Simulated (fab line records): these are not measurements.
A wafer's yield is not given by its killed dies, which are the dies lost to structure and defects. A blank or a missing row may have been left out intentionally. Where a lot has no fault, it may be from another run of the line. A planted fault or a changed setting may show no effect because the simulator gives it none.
Struck lot and sound lot, side by side | flow nandHarc | 13 out of 1302 route steps
Sound: these wafers, L912.3, L912.5, L912.6. Struck: wafer L919.2; the same lot's L919.6 was not struck, so it is left out; see the end for the cause.
Per side, at each step with rows, come the tool, then ch with its chambers, and then its first start. Under that, the readings that differ: sound wafers | struck wafers | difference of the means | sigmas: that difference in standard deviations of wafers without a fault.
alike: same words and numbers on both sides, and readings whose means sit less than 2 such deviations apart. not compared: any withheld reading, any reading some wafer has no value for, any bound like >300 that may hide the same value, and any number with overlapping values for which the record gives no deviation.
Wherever a step has rows on one side only, a row that says differs or no value, or a row with sigmas, the two part there. Numbers that have no deviation but don't overlap get no sigmas and don't part them. A reading missing from all wafers of one side parts the sides only when that side holds two or more wafers.

NHARC_A_SLIT_ETCH_29: etches the open film in CF4/O2, target depth 100 nm, overetch 10 nm, time 55 s.
  sound on rieDiel-07 ch 1,2, day 23 06:16; struck on rieDiel-07 ch 2, day 25 20:25
  alike: drypumpMotorCurrentA, oesProductAu, rfVppV, showerheadPlenumPTorr, throttleValvePct
  not compared: rfHoursCounterH
NHARC_A_SLIT_STRIP_18: strips in O2.
  sound on rieDiel-07 ch 0,1; struck on rieDiel-07 ch 3
reading              | sound                | struck | difference | sigmas
throttleValvePct (%) | 17.043 17.036 17.050 | 17.024 | -0.019     | -2
  alike: drypumpMotorCurrentA, oesProductAu, rfVppV, showerheadPlenumPTorr
  not compared: rfHoursCounterH
then, 2 steps without rows for these wafers: NHARC_A_SLIT_PRECLEAN_19 (cleans in SC1); NHARC_A_SLIT_SRD_20.
NHARC_A_SLIT_CD_MEAS_21:
  sound on cdSem-03, day 23 06:48; struck on cdSem-03, day 25 20:57
  alike: cdNm
then, 3 steps without rows for these wafers: NHARC_A_SIN_REMOVE_WET_00 (chemistry H3PO4, time 15300 s); NHARC_A_SIN_REMOVE_PRECLEAN_01 (cleans in SC1); NHARC_A_SIN_REMOVE_SRD_02.
NHARC_A_SIN_REMOVE_INSPECT_04:
  sound on defectInspect-02, day 23 13:31; struck on defectInspect-01, day 26 03:32
  alike: rawDefectCount
NHARC_A_WL_FILL_ALD_00: deposits Al2O3, target thk 3 nm, pulse time 3 s, ald cycles 30.
  sound on aldHk-01 ch 0,2,3, day 23 13:56; struck on aldHk-01 ch 3, day 26 03:35
  alike: heaterPowerW, precursorPulseHeightRel
  not compared: aldCycles
NHARC_A_WL_FILL_RTA_01: time 5 s.
  sound on rtpAnneal-02 ch 0, day 23 14:11; struck on rtpAnneal-01 ch 0, day 26 03:55
reading             | sound          | struck | difference | sigmas
lampPowerPct (%)    | 32.8 32.8 32.8 | 29.0   | -3.8       | -2
lamp_zone_4_pct (%) | 32.7 32.8 32.7 | 29.0   | -3.7       | -2
lamp_zone_7_pct (%) | 33.3 33.3 33.3 | 29.5   | -3.8       | -2
  alike: wafer_temp_C_max
NHARC_A_WL_FILL_ALD_02: deposits TiN, target thk 2 nm, pulse time 3 s, ald cycles 100.
  sound on aldMetal-04 ch 0,3, day 23 14:23; struck on aldMetal-04 ch 3, day 26 04:13
reading   | sound       | struck | difference | sigmas
aldCycles | 100 100 100 | 49     | -51        | 
  alike: heaterPowerW, precursorPulseHeightRel
-- jump in the record: it breaks off in module A_WL_FILL and resumes in module END (first step shown: number 1302 of the route), and 4 days separate the struck wafers' starts before and after --
NHARC_END_SORT_01:
  sound on prober-01 ch 0, day 27 16:19; struck on prober-02 ch 0, day 30 11:05
reading           | sound    | struck | difference | sigmas
killedAtArray     | 37 24 22 | 676    | +648       | +43
killedAtPeriphery | 2 7 9    | 0      | -6         | -2
killedDies        | 39 31 32 | 677    | +643       | +43
  alike: killedAtOther, killedOpen, killedShort

== WHERE THEY PART ==
First at NHARC_A_SLIT_STRIP_18; last, within this record, at NHARC_END_SORT_01.

WHY: the cause the simulator had injected
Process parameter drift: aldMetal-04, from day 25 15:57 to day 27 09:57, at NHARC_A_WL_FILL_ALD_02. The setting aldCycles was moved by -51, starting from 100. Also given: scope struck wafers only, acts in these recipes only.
